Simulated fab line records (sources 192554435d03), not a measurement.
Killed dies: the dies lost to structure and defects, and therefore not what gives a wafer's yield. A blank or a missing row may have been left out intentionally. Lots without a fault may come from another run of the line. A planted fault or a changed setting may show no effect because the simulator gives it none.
fab line records	flow n5Finfet	part 1 of 2: steps 1 to 4 of 6
record: lots: 24	wafers: 72	lastDay: 18
route steps=1938 shown BEOL_M0_SAQP@690 BEOL_M0_CUTY@713 BEOL_M0@717
lots that met no fault: from a run of the same line without faults
startH: start of the lot's first displayed wafer, in hours after the record's first day	waitH: hours from the lot's prior step to this one	" identical to the entry in the row above	L1.1+2: a row that stands for several wafers	- no value, or no start was given	* or withheld: withheld	< > ~ a bound
route shown NAME@n: names a module that has steps shown in the file, with the first one's number in the route	usual: the fault-free wafers' mean and standard deviation	same: alike in all rows	chamber/n: place in a boat	sites: each site's reading	_std_site: the values' standard deviation	_edge_site: inner sites' mean taken away from outer sites' mean	radiusMm: for every site, how far away it sits from the centre of the wafer	mask NAME#n: copy n	behind: the most recent tool/chamber to have shaped the wafer	hold: reason for holding the lot/hours on hold/outcome of the hold	device: which transistor (n, p or np) failed to switch	end of line: tests of these same wafers at the route's end	step lacking rows: just its recipe	killed: dies that structure and defects cost at the first sort, which is not the same as the wafer's yield	map: dies across one wafer; x = killed, . = not, _ = none there
set.NAME: setting as actually run; set.NAME@STEP: the setting as run at that earlier step	model.NAME: the simulator's own value behind a step, which no gauge read
one table for each step of the route and one row for each wafer, over a sample of lots
services: the hour from which a tool's chamber was out of use, counted from the record's first day as startH (under 0 if before that day), plus the number of hours and why
== steps ==
step: N5_BEOL_M0_SAQP_OVL_MEAS_41
recipe: pointsPerWafer: 522
usual: M0_CUT1_OVL: 0.2/0.69
lot.wafer	tool	chamber	startH	waitH	M0_CUT1_OVL[nm]
L074.2	overlay-01	0	111.77	0.0	0.2
L074.3	"	0	"	"	0.2
L074.4	"	0	"	"	1.6
L075.1	overlay-02	0	123.15	0.0	1.2
L075.2	"	0	"	"	0.8
L075.5	"	0	"	"	0.6
L076.2	overlay-01	0	128.23	0.0	-0.4
L076.4	"	0	"	"	0.2
L076.5	"	0	"	"	0.5
L077.3	overlay-01	0	132.13	0.0	0.3
L077.5	"	0	"	"	0.0
L077.6	"	0	"	"	0.0
L078.1	overlay-01	0	138.63	0.0	0.7
L078.4	"	0	"	"	0.8
L078.5	"	0	"	"	0.2
L079.1	overlay-02	0	140.83	0.0	0.7
L079.3	"	0	"	"	0.5
L079.5	"	0	"	"	-0.2
L080.2	overlay-02	0	151.74	0.0	0.5
L080.5	"	0	"	"	-0.2
L080.6	"	0	"	"	0.7
L081.1	overlay-02	0	154.65	0.0	-0.4
L081.2	"	0	"	"	-1.3
L081.3	"	0	"	"	-1.1
L082.1	overlay-02	0	162.13	0.0	-1.2
L082.3	"	0	"	"	-0.5
L082.5	"	0	"	"	-0.6
L084.1	overlay-01	0	170.81	0.0	0.9
L084.3	"	0	"	"	0.1
L084.6	"	0	"	"	0.0
L083.2	overlay-02	0	173.01	0.0	-1.4
L083.5	"	0	"	"	1.1
L083.6	"	0	"	"	0.2
L085.2	overlay-02	0	179.34	0.0	-0.3
L085.5	"	0	"	"	-0.2
L085.6	"	0	"	"	0.8
L086.3	overlay-01	0	183.96	0.0	0.4
L086.4	"	0	"	"	-0.3
L086.5	"	0	"	"	0.0
L087.1	overlay-02	0	187.74	0.0	1.4
L087.4	"	0	"	"	0.5
L087.5	"	0	"	"	1.1
L088.2	overlay-02	0	193.92	0.0	1.0
L088.3	"	0	"	"	-0.6
L088.5	"	0	"	"	-0.1
L089.1	overlay-01	0	203.23	0.0	-1.0
L089.2	"	0	"	"	0.0
L089.4	"	0	"	"	-0.1
L090.1	overlay-01	0	206.32	0.0	1.1
L090.2	"	0	"	"	0.9
L090.3	"	0	"	"	1.1
L091.3	overlay-02	0	212.52	0.0	0.1
L091.4	"	0	"	"	0.4
L091.6	"	0	"	"	0.0
L092.4	overlay-01	0	224.08	0.0	-0.9
L092.5	"	0	"	"	-0.5
L092.6	"	0	"	"	0.1
L093.1	overlay-01	0	228.11	0.0	-0.7
L093.4	"	0	"	"	-0.6
L093.6	"	0	"	"	-0.8
L094.1	overlay-01	0	231.79	0.0	1.0
L094.2	"	0	"	"	0.9
L094.3	"	0	"	"	1.0
L095.1	overlay-01	0	239.38	0.0	0.4
L095.2	"	0	"	"	0.1
L095.3	"	0	"	"	0.4
L096.1	overlay-01	0	243.90	0.0	0.0
L096.3	"	0	"	"	-0.6
L096.4	"	0	"	"	0.7
L097.1	overlay-02	0	248.34	0.0	0.0
L097.3	"	0	"	"	0.8
L097.6	"	0	"	"	0.9
step: N5_BEOL_M0_SAQP_INSPECT_42
recipe: mode: adi	inspectInstrument: brightfield
usual: rawDefectCount: 304/86
lot.wafer	tool	chamber	startH	waitH	rawDefectCount
L074.2	defectInspect-02	-	111.82	0.0	377
L074.3	"	-	"	"	631
L074.4	"	-	"	"	325
L075.1	defectInspect-02	-	123.21	0.1	269
L075.2	"	-	"	"	299
L075.5	"	-	"	"	297
L076.2	defectInspect-01	-	128.29	0.0	400
L076.4	"	-	"	"	275
L076.5	"	-	"	"	293
L077.3	defectInspect-02	-	132.18	0.1	339
L077.5	"	-	"	"	247
L077.6	"	-	"	"	235
L078.1	defectInspect-02	-	138.69	0.1	293
L078.4	"	-	"	"	357
L078.5	"	-	"	"	208
L079.1	defectInspect-01	-	140.89	0.1	380
L079.3	"	-	"	"	456
L079.5	"	-	"	"	447
L080.2	defectInspect-01	-	151.79	0.0	239
L080.5	"	-	"	"	394
L080.6	"	-	"	"	241
L081.1	defectInspect-01	-	154.71	0.1	247
L081.2	"	-	"	"	376
L081.3	"	-	"	"	178
L082.1	defectInspect-01	-	162.19	0.1	258
L082.3	"	-	"	"	307
L082.5	"	-	"	"	311
L084.1	defectInspect-02	-	170.87	0.1	276
L084.3	"	-	"	"	294
L084.6	"	-	"	"	362
L083.2	defectInspect-01	-	173.06	0.0	292
L083.5	"	-	"	"	598
L083.6	"	-	"	"	373
L085.2	defectInspect-02	-	179.39	0.0	181
L085.5	"	-	"	"	257
L085.6	"	-	"	"	287
L086.3	defectInspect-02	-	184.01	0.0	478
L086.4	"	-	"	"	324
L086.5	"	-	"	"	472
L087.1	defectInspect-02	-	187.80	0.1	327
L087.4	"	-	"	"	197
L087.5	"	-	"	"	359
L088.2	defectInspect-02	-	193.98	0.0	214
L088.3	"	-	"	"	259
L088.5	"	-	"	"	212
L089.1	defectInspect-01	-	203.29	0.1	344
L089.2	"	-	"	"	210
L089.4	"	-	"	"	403
L090.1	defectInspect-01	-	206.38	0.1	277
L090.2	"	-	"	"	220
L090.3	"	-	"	"	184
L091.3	defectInspect-01	-	212.57	0.0	169
L091.4	"	-	"	"	273
L091.6	"	-	"	"	297
L092.4	defectInspect-01	-	224.12	0.0	386
L092.5	"	-	"	"	353
L092.6	"	-	"	"	296
L093.1	defectInspect-02	-	228.17	0.1	274
L093.4	"	-	"	"	204
L093.6	"	-	"	"	335
L094.1	defectInspect-02	-	231.84	0.1	159
L094.2	"	-	"	"	214
L094.3	"	-	"	"	298
L095.1	defectInspect-02	-	239.43	0.1	179
L095.2	"	-	"	"	325
L095.3	"	-	"	"	266
L096.1	defectInspect-01	-	243.96	0.1	335
L096.3	"	-	"	"	340
L096.4	"	-	"	"	233
L097.1	defectInspect-01	-	248.40	0.1	247
L097.3	"	-	"	"	263
L097.6	"	-	"	"	403
step: N5_BEOL_M0_SAQP_ETCH_73
recipe: chemistry: CF4	target: SiARC	targetDepthA: 195	maskMaterial: CAR-EUV	timeS: 32.5	ionEnergyEv: 80	pressureMtorr: 40	sourceW: 545	biasW: 36	Ar_flow_sccm: 100	cf4FlowSccm: 100	ends: cleared
usual: drypumpMotorCurrentA: 5.7/0.42	etchRfOnTimeS: 32.3/0.57	oesProductAu: 0.70/0.067	rfVppV: 184.3/1.2	showerheadPlenumPTorr: 2.17/0.078	throttleValvePct: 15.59/0.15
lot.wafer	tool	chamber	startH	waitH	drypumpMotorCurrentA	etchRfOnTimeS	oesProductAu	rfHoursCounterH	rfVppV	showerheadPlenumPTorr	throttleValvePct
L074.2	rieDiel-05	3	111.91	0.0	5.4	32.8	0.61	209	184.2	2.13	15.57
L074.3	"	2	"	"	5.4	32.6	0.75	46	186.0	2.26	15.39
L074.4	"	0	"	"	6.3	31.6	0.78	26	184.0	2.10	15.71
L075.1	rieDiel-03	2	123.30	0.0	6.2	32.2	0.74	53	184.2	2.18	15.40
L075.2	"	1	"	"	6.0	32.7	0.63	170	182.8	2.05	15.59
L075.5	"	1	"	"	6.0	32.6	0.63	-	182.9	2.05	15.59
L076.2	rieDiel-05	3	128.37	0.0	5.4	32.9	0.61	214	184.0	2.13	15.59
L076.4	"	2	"	"	5.4	32.5	0.76	52	185.1	2.25	15.40
L076.5	"	1	"	"	5.3	31.3	0.77	-	184.8	2.27	15.32
L077.3	rieDiel-03	2	132.27	0.0	6.1	32.6	0.73	56	184.4	2.18	15.39
L077.5	"	2	"	"	6.1	32.6	0.72	-	185.4	2.18	15.41
L077.6	"	0	"	"	5.4	32.6	0.66	-	183.6	2.15	15.78
L078.1	rieDiel-03	2	138.99	0.0	6.2	32.4	0.73	59	184.4	2.18	15.43
L078.4	"	0	"	"	5.4	32.5	0.65	137	185.4	2.15	15.77
L078.5	"	3	"	"	6.1	32.0	0.84	-	185.9	2.29	15.60
L079.1	rieDiel-05	3	141.07	0.0	5.3	32.8	0.61	218	182.7	2.12	15.58
L079.3	"	1	"	"	5.3	31.3	0.77	44	187.0	2.26	15.35
L079.5	"	3	"	"	5.4	32.8	0.61	-	183.3	2.12	15.57
L080.2	rieDiel-05	0	151.88	0.0	6.3	31.8	0.76	40	183.9	2.09	15.72
L080.5	"	2	"	"	5.4	32.8	0.74	-	184.8	2.25	15.43
L080.6	"	3	"	"	5.3	32.8	0.61	-	182.8	2.12	15.59
L081.1	rieDiel-05	2	154.80	0.0	5.4	32.5	0.74	61	183.8	2.25	15.42
L081.2	"	3	"	"	5.3	33.0	0.60	222	184.1	2.12	15.60
L081.3	"	1	"	"	5.3	31.4	0.76	47	187.3	2.26	15.35
L082.1	rieDiel-04	0	162.27	0.0	6.3	33.8	0.64	170	183.9	2.13	15.55
L082.3	"	2	"	"	4.8	32.9	0.63	176	185.3	2.22	15.47
L082.5	"	2	"	"	4.8	32.9	0.62	-	186.6	2.22	15.47
L084.1	rieDiel-05	0	170.95	0.0	6.3	31.7	0.74	45	183.6	2.09	15.74
L084.3	"	1	"	"	5.3	31.5	0.76	51	183.9	2.26	15.35
L084.6	"	3	"	"	5.3	33.0	0.60	-	183.0	2.12	15.60
L083.2	rieDiel-05	0	173.30	0.0	6.3	32.2	0.75	46	183.9	2.09	15.73
L083.5	"	0	"	"	6.3	31.8	0.75	-	183.6	2.09	15.74
L083.6	"	3	"	"	5.3	33.1	0.59	-	184.1	2.12	15.61
L085.2	rieDiel-03	1	179.60	0.0	6.0	32.7	0.63	189	181.9	2.04	15.64
L085.5	"	2	"	"	6.1	32.5	0.72	-	185.0	2.17	15.42
L085.6	"	1	"	"	6.0	32.7	0.62	-	183.5	2.04	15.63
L086.3	rieDiel-03	0	184.09	0.0	5.4	32.6	0.65	153	185.6	2.14	15.81
L086.4	"	3	"	"	6.1	31.9	0.80	17	184.7	2.28	15.63
L086.5	"	2	"	"	6.2	32.6	0.72	-	184.6	2.17	15.43
L087.1	rieDiel-05	3	187.89	0.0	5.3	32.8	0.59	233	185.3	2.12	15.63
L087.4	"	1	"	"	5.3	31.5	0.75	57	184.2	2.26	15.36
L087.5	"	3	"	"	5.3	33.0	0.59	-	184.3	2.12	15.62
L088.2	rieDiel-03	2	194.06	0.0	6.2	32.8	0.72	74	185.6	2.17	15.43
L088.3	"	1	"	"	6.0	32.6	0.63	194	181.5	2.04	15.65
L088.5	"	3	"	"	6.1	32.0	0.79	-	185.7	2.28	15.66
L089.1	rieDiel-03	1	203.38	0.0	6.0	32.7	0.62	197	183.0	2.04	15.65
L089.2	"	2	"	"	6.2	32.9	0.70	76	183.8	2.17	15.44
L089.4	"	3	"	"	6.1	31.9	0.80	23	186.9	2.28	15.67
L090.1	rieDiel-04	1	206.46	0.0	5.4	31.4	0.73	57	181.4	2.09	15.86
L090.2	"	3	"	"	6.0	31.9	0.63	166	184.2	2.06	15.60
L090.3	"	0	"	"	6.3	33.3	0.62	183	184.3	2.13	15.58
L091.3	rieDiel-03	2	212.65	0.0	6.1	32.9	0.72	79	184.5	2.17	15.44
L091.4	"	1	"	"	6.0	32.6	0.62	199	183.4	2.04	15.66
L091.6	"	0	"	"	5.4	33.1	0.63	-	183.7	2.14	15.80
L092.4	rieDiel-05	1	224.20	0.0	5.4	31.3	0.74	68	185.7	2.26	15.39
L092.5	"	3	"	"	5.3	33.1	0.59	-	184.1	2.12	15.64
L092.6	"	0	"	"	6.3	31.9	0.73	-	182.8	2.09	15.77
L093.1	rieDiel-03	3	228.25	0.0	6.0	31.7	0.79	29	185.9	2.28	15.68
L093.4	"	0	"	"	5.4	32.4	0.63	165	183.2	2.14	15.83
L093.6	"	0	"	"	5.4	32.1	0.64	-	184.0	2.14	15.82
L094.1	rieDiel-05	1	231.93	0.0	5.3	31.4	0.73	70	184.2	2.25	15.39
L094.2	"	3	"	"	5.4	33.0	0.59	246	182.8	2.12	15.65
L094.3	"	0	"	"	6.3	31.9	0.73	64	182.7	2.09	15.77
L095.1	rieDiel-03	2	239.52	0.0	6.2	32.2	0.71	87	184.1	2.17	15.48
L095.2	"	1	"	"	6.0	32.3	0.62	207	182.9	2.04	15.67
L095.3	"	3	"	"	6.0	31.6	0.77	33	186.0	2.28	15.67
L096.1	rieDiel-05	1	244.04	0.0	5.3	31.1	0.74	75	185.8	2.25	15.39
L096.3	"	2	"	"	5.4	32.3	0.71	89	185.8	2.24	15.49
L096.4	"	1	"	"	5.3	31.2	0.74	-	186.4	2.25	15.39
L097.1	rieDiel-03	1	248.64	0.0	5.9	32.9	0.60	210	182.9	2.04	15.67
L097.3	"	0	"	"	5.4	32.8	0.63	171	183.3	2.14	15.83
L097.6	"	2	"	"	6.2	33.0	0.70	-	183.2	2.17	15.46
step: N5_BEOL_M0_CUTY_ETCH_63
recipe: chemistry: N2/H2	target: SOC	targetDepthA: 827	overetchA: 165	maskMaterial: SiARC	tempC: 40	ionEnergyEv: 200	timeS: 124	pressureMtorr: 30	sourceW: 840	biasW: 150	n2FlowSccm: 200	h2FlowSccm: 200
usual: drypumpMotorCurrentA: 5.8/0.42	oesProductAu: 0.64/0.059	rfVppV: 524.6/3	showerheadPlenumPTorr: 2.57/0.11	tempC: 40.00/0.11	throttleValvePct: 17.85/0.25
lot.wafer	tool	chamber	startH	waitH	drypumpMotorCurrentA	oesProductAu	rfHoursCounterH	rfVppV	showerheadPlenumPTorr	tempC	throttleValvePct
L074.2	rieDiel-06	3	113.38	0.0	6.4	0.64	111	524.8	2.57	39.92	18.19
L074.3	"	0	"	"	5.7	0.82	1	523.3	2.50	40.03	17.59
L074.4	"	0	"	"	5.7	0.81	-	523.0	2.50	39.91	17.58
L075.1	rieDiel-01	3	125.77	0.0	6.2	0.64	111	526.5	2.67	40.18	17.80
L075.2	"	1	"	"	5.6	0.73	30	528.4	2.70	39.98	17.55
L075.5	"	0	"	"	5.6	0.62	-	522.3	2.43	40.10	18.00
L076.2	rieDiel-02	0	129.83	0.0	5.5	0.56	236	519.7	2.40	40.07	17.89
L076.4	"	2	"	"	6.1	0.65	90	528.9	2.67	39.74	17.64
L076.5	"	0	"	"	5.5	0.56	-	517.9	2.40	40.04	17.88
L077.3	rieDiel-01	2	133.70	0.0	5.1	0.58	220	526.9	2.62	39.88	18.17
L077.5	"	0	"	"	5.6	0.62	-	521.7	2.43	39.93	18.02
L077.6	"	3	"	"	6.2	0.64	-	528.3	2.67	40.03	17.81
L078.1	rieDiel-06	2	140.31	0.0	5.5	0.61	164	527.0	2.64	40.19	18.17
L078.4	"	3	"	"	6.4	0.63	121	525.3	2.56	39.96	18.23
L078.5	"	3	"	"	6.4	0.64	-	523.7	2.56	39.89	18.22
L079.1	rieDiel-02	1	143.01	0.0	6.5	0.58	208	526.6	2.63	39.99	17.98
L079.3	"	3	"	"	5.9	0.62	123	521.1	2.45	40.02	17.59
L079.5	"	2	"	"	6.1	0.64	-	527.9	2.67	40.01	17.64
L080.2	rieDiel-01	1	153.30	0.0	5.6	0.71	42	528.3	2.70	40.06	17.56
L080.5	"	3	"	"	6.2	0.64	-	526.7	2.66	40.16	17.84
L080.6	"	0	"	"	5.6	0.61	-	522.1	2.43	39.97	18.01
L081.1	rieDiel-02	1	156.29	0.0	6.5	0.58	213	525.3	2.63	40.02	17.98
L081.2	"	3	"	"	5.9	0.62	129	520.3	2.45	40.26	17.59
L081.3	"	2	"	"	6.2	0.65	102	527.5	2.67	39.95	17.67
L082.1	rieDiel-06	0	164.00	0.0	5.7	0.75	18	522.2	2.49	39.92	17.61
L082.3	"	1	"	"	5.0	0.75	12	523.2	2.48	40.03	17.49
L082.5	"	3	"	"	6.4	0.63	-	525.2	2.56	40.00	18.22
L084.1	rieDiel-01	3	172.64	0.0	6.2	0.63	126	528.4	2.66	39.91	17.83
L084.3	"	2	"	"	5.0	0.58	236	525.3	2.61	39.81	18.20
L084.6	"	0	"	"	5.6	0.61	-	519.4	2.43	40.05	18.04
L083.2	rieDiel-01	2	174.72	0.0	5.0	0.57	236	525.8	2.61	40.03	18.20
L083.5	"	3	"	"	6.2	0.63	-	526.0	2.66	39.92	17.81
L083.6	"	0	"	"	5.6	0.60	-	519.1	2.42	40.11	18.06
L085.2	rieDiel-01	0	181.02	0.0	5.7	0.61	179	522.2	2.42	39.91	18.04
L085.5	"	3	"	"	6.2	0.64	-	527.1	2.66	40.09	17.83
L085.6	"	0	"	"	5.7	0.61	-	521.8	2.42	39.84	18.05
L086.3	rieDiel-01	3	185.51	0.0	6.2	0.63	131	525.7	2.66	40.01	17.82
L086.4	"	1	"	"	5.6	0.69	-	528.6	2.69	40.18	17.59
L086.5	"	0	"	"	5.6	0.61	-	521.0	2.42	40.01	18.04
L087.1	rieDiel-01	3	189.85	0.0	6.3	0.63	133	526.7	2.66	39.90	17.84
L087.4	"	3	"	"	6.2	0.63	-	526.0	2.66	39.79	17.83
L087.5	"	1	"	"	5.6	0.69	-	526.4	2.69	40.02	17.59
L088.2	rieDiel-02	2	195.95	0.0	6.1	0.63	117	526.4	2.66	40.06	17.69
L088.3	"	0	"	"	5.5	0.79	4	529.0	2.71	39.84	17.49
L088.5	"	0	"	"	5.5	0.78	-	529.0	2.71	39.98	17.48
L089.1	rieDiel-01	1	204.76	0.0	5.6	0.68	65	527.4	2.69	40.06	17.58
L089.2	"	3	"	"	6.2	0.63	140	526.3	2.65	39.94	17.87
L089.4	"	2	"	"	5.0	0.58	240	526.9	2.61	40.02	18.20
L090.1	rieDiel-02	1	207.89	0.0	6.5	0.57	232	524.7	2.62	40.01	18.03
L090.2	"	2	"	"	6.1	0.63	123	528.7	2.66	39.83	17.68
L090.3	"	0	"	"	5.5	0.76	9	527.7	2.71	39.94	17.48
L091.3	rieDiel-02	0	214.07	0.0	5.5	0.76	12	528.0	2.71	40.20	17.51
L091.4	"	1	"	"	6.5	0.57	234	525.7	2.62	39.99	18.03
L091.6	"	1	"	"	6.5	0.57	-	526.6	2.62	40.12	18.02
L092.4	rieDiel-01	0	225.81	0.0	5.7	0.60	198	520.7	2.42	40.04	18.07
L092.5	"	3	"	"	6.2	0.61	-	526.5	2.65	39.93	17.88
L092.6	"	0	"	"	5.6	0.59	-	521.9	2.42	39.84	18.07
L093.1	rieDiel-02	1	229.99	0.0	6.5	0.57	239	524.9	2.62	40.12	18.03
L093.4	"	0	"	"	5.5	0.75	16	528.1	2.71	40.07	17.51
L093.6	"	3	"	"	5.9	0.60	-	519.6	2.44	39.68	17.64
L094.1	rieDiel-06	1	233.38	0.0	5.0	0.72	34	521.8	2.47	39.98	17.52
L094.2	"	2	"	"	5.5	0.59	193	526.6	2.63	40.03	18.23
L094.3	"	0	"	"	5.7	0.72	40	522.8	2.48	40.09	17.64
L095.1	rieDiel-06	3	240.94	0.0	6.4	0.60	152	522.3	2.55	40.04	18.28
L095.2	"	2	"	"	5.5	0.59	194	525.2	2.63	40.08	18.22
L095.3	"	1	"	"	5.0	0.71	36	522.6	2.47	39.96	17.53
L096.1	rieDiel-01	0	246.30	0.0	5.6	0.59	208	520.5	2.41	39.94	18.08
L096.3	"	1	"	"	5.6	0.67	81	528.5	2.68	40.17	17.62
L096.4	"	3	"	"	6.3	0.61	-	526.4	2.65	39.92	17.88
L097.1	rieDiel-06	1	251.12	0.0	5.0	0.71	41	520.7	2.47	39.96	17.54
L097.3	"	0	"	"	5.7	0.70	48	523.4	2.48	40.00	17.66
L097.6	"	2	"	"	5.4	0.59	-	526.6	2.62	39.75	18.23
